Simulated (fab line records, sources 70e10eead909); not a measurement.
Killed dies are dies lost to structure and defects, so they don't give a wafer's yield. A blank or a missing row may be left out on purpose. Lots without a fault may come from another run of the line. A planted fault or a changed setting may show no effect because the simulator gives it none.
A struck lot beside a sound one | flow nand_harc | 14 steps out of a route of 1302
Sound: wafers L610.1, L610.5, L610.6. Struck: wafers L615.1, L615.3, L615.5. The cause comes at the end.
At each step with rows: each side's tool, then ch and its chambers, then its first start. Under that, the readings that differ: sound wafers | struck wafers | difference of the means | sigmas: that difference in standard deviations of wafers without a fault.
alike: readings whose means differ by less than 2 such deviations, and words and numbers that are the same on both sides. not compared: withheld readings, readings that some wafer has no value for, bounds like >300 that may hide the same value, and numbers for which the record gives no deviation and whose values overlap.
The two part at a step that has a row with sigmas, a row that says differs or no value, or rows on one side only. Numbers that don't overlap but have no deviation are shown without sigmas and don't part them. A reading that every wafer of one side lacks parts them only if that side has two wafers or more.

NHARC_P_M1_CMP_23: polishes, t overpolish 20 s, target thk 157.82 nm.
  sound on cmp-01 ch 1,2,3, day 9 22:11; struck on cmp-04 ch 0,2,3, day 12 11:03
  alike: edge_zone_pressure_frac, motor_current_A, time_to_endpoint_s
NHARC_P_M1_THK_MEAS_24: measures by xrf.
  sound on film_metro-01, day 9 22:27; struck on film_metro-01, day 12 11:22
  alike: thk_nm
then, 1 step without rows for these wafers: NHARC_P_M1_SRD_25.
NHARC_P_M1_INSPECT_27:
  sound on defect_inspect-01, day 9 22:37; struck on defect_inspect-02, day 12 11:31
  alike: raw_defect_count
NHARC_P_M1_PRE_CLEAN_32: time 12 s.
  sound on pecvd-02 ch 0,1,2, day 9 22:41; struck on pecvd-02 ch 0,1, day 12 11:35
  alike: heater_power_w
  not compared: since_wet_clean_h
NHARC_P_M1_DEP_33: deposits SiCN, target thk 30 nm.
  sound on pecvd-02 ch 0,1,2, day 9 22:48; struck on pecvd-02 ch 0,1, day 12 11:40
  alike: heater_power_w
  not compared: since_wet_clean_h
then, 5 steps without rows for these wafers: NHARC_P_M2_DEP_00 (deposits SiOC, target thk 182.5 nm); NHARC_P_M2_DEHYDRATE_01 (time 120 s); NHARC_P_M2_HMDS_02 (time 30 s); NHARC_P_M2_COAT_34 (time 65 s); NHARC_P_M2_COAT_03 (resist thk 90 nm).
NHARC_P_M2_SOFTBAKE_04: time 55 s.
  sound on litho_track-01 ch 0, day 9 23:00; struck on litho_track-04 ch 0, day 12 12:00
  reading                  | sound                | struck               | difference | sigmas
  heater_power_total_W (W) | 188.44 188.39 188.28 | 197.51 197.52 197.43 | +9.12      | +70
then, 1 step without rows for these wafers: NHARC_P_M2_EBR_05.
-- the record jumps here: 18 days lie between the struck wafers' starts before and after (it left off in module P_M2 and takes up again in module END, whose first step shown is number 1302 of the route) --
NHARC_END_SORT_01:
  the record has rows for the struck wafers here (prober-01 ch 0, day 30 05:31) and none for the sound ones

WHERE THEY PART
First at NHARC_P_M2_SOFTBAKE_04; last, within this record, at NHARC_END_SORT_01.

WHY: what the simulator had put in
Process parameter drift: litho_track-04, from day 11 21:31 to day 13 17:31, at NHARC_P_M2_SOFTBAKE_04. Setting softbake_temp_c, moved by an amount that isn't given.
